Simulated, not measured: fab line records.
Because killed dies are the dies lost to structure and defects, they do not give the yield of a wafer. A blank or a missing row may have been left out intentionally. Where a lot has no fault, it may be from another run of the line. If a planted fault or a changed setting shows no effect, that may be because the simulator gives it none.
Chamber matching + flow n5Finfet + rieDiel-05 running N5_BEOL_M9_ETCH_62: 4 sister chambers
The step etches SOC in N2/H2, target depth 110 nm, overetch 22 nm, time 165 s. 18 wafers are shown with their chamber, then 9 later ones without.

EACH WAFER AND ITS CHAMBER
| wafer  | chamber | drypumpMotorCurrentA (A) | showerheadPlenumPTorr (Torr) | throttleValvePct (%) |
|--------|---------|--------------------------|------------------------------|----------------------|
| L075.1 | 0       | 5.2                      | 2.44                         | 17.26                |
| L075.2 | 2       | 6.2                      | 2.60                         | 17.59                |
| L075.6 | 0       | 5.2                      | 2.44                         | 17.26                |
| L074.2 | 0       | 5.2                      | 2.44                         | 17.27                |
| L074.3 | 1       | 5.6                      | 2.62                         | 17.78                |
| L074.5 | 1       | 5.7                      | 2.62                         | 17.78                |
| L080.2 | 2       | 6.2                      | 2.60                         | 17.61                |
| L080.5 | 3       | 5.1                      | 2.48                         | 17.72                |
| L080.6 | 0       | 5.2                      | 2.44                         | 17.29                |
| L079.1 | 0       | 5.2                      | 2.44                         | 17.28                |
| L079.4 | 2       | 6.2                      | 2.59                         | 17.59                |
| L079.6 | 1       | 5.6                      | 2.62                         | 17.81                |
| L083.1 | 1       | 5.6                      | 2.61                         | 17.83                |
| L083.4 | 3       | 5.1                      | 2.48                         | 17.76                |
| L083.5 | 0       | 5.2                      | 2.44                         | 17.29                |
| L086.1 | 2       | 6.2                      | 2.59                         | 17.63                |
| L086.2 | 0       | 5.3                      | 2.43                         | 17.30                |
| L086.4 | 1       | 5.6                      | 2.61                         | 17.83                |

SIGNATURES (means of the wafers above)
| reading               | chamber 0 | chamber 1 | chamber 2 | chamber 3 | scatter within a chamber |
|-----------------------|-----------|-----------|-----------|-----------|--------------------------|
| drypumpMotorCurrentA  | 5.214     | 5.620     | 6.200     | 5.100     | 0.0344                   |
| showerheadPlenumPTorr | 2.4386    | 2.6160    | 2.5950    | 2.4800    | 0.00467                  |
| throttleValvePct      | 17.2786   | 17.8060   | 17.6050   | 17.7400   | 0.0205                   |
Rule: distance of a wafer from a chamber = root of the sum over the readings of ((wafer's reading minus chamber's mean) / reading's scatter) squared. The wafer belongs to the nearest chamber; if the next one is less than 2 further off, it can't be placed. The scatter: the root of (the sum of the squares of (reading less its chamber's mean) over the shown wafers, divided by (wafers less chambers)).

WAFERS WITH NO CHAMBER GIVEN
| wafer  | drypumpMotorCurrentA (A) | showerheadPlenumPTorr (Torr) | throttleValvePct (%) |
|--------|--------------------------|------------------------------|----------------------|
| L088.2 | 6.2                      | 2.59                         | 17.65                |
| L088.3 | 5.2                      | 2.43                         | 17.31                |
| L088.5 | 6.2                      | 2.59                         | 17.63                |
| L089.1 | 5.2                      | 2.43                         | 17.31                |
| L089.3 | 6.2                      | 2.59                         | 17.65                |
| L089.4 | 6.2                      | 2.59                         | 17.66                |
| L097.1 | 5.6                      | 2.60                         | 17.53                |
| L097.3 | 5.2                      | 2.42                         | 17.37                |
| L097.5 | 5.1                      | 2.47                         | 17.80                |

WHICH CHAMBER EACH ONE RAN IN
| wafer  | from the rows above | in truth |
|--------|---------------------|----------|
| L088.2 | 2                   | 2        |
| L088.3 | 0                   | 0        |
| L088.5 | 2                   | 2        |
| L089.1 | 0                   | 0        |
| L089.3 | 2                   | 2        |
| L089.4 | 2                   | 2        |
| L097.1 | 1                   | 1        |
| L097.3 | 0                   | 0        |
| L097.5 | 3                   | 3        |
9 of 9 placed correctly. From these rows, 0 cannot be placed. Number placed wrongly: 0.
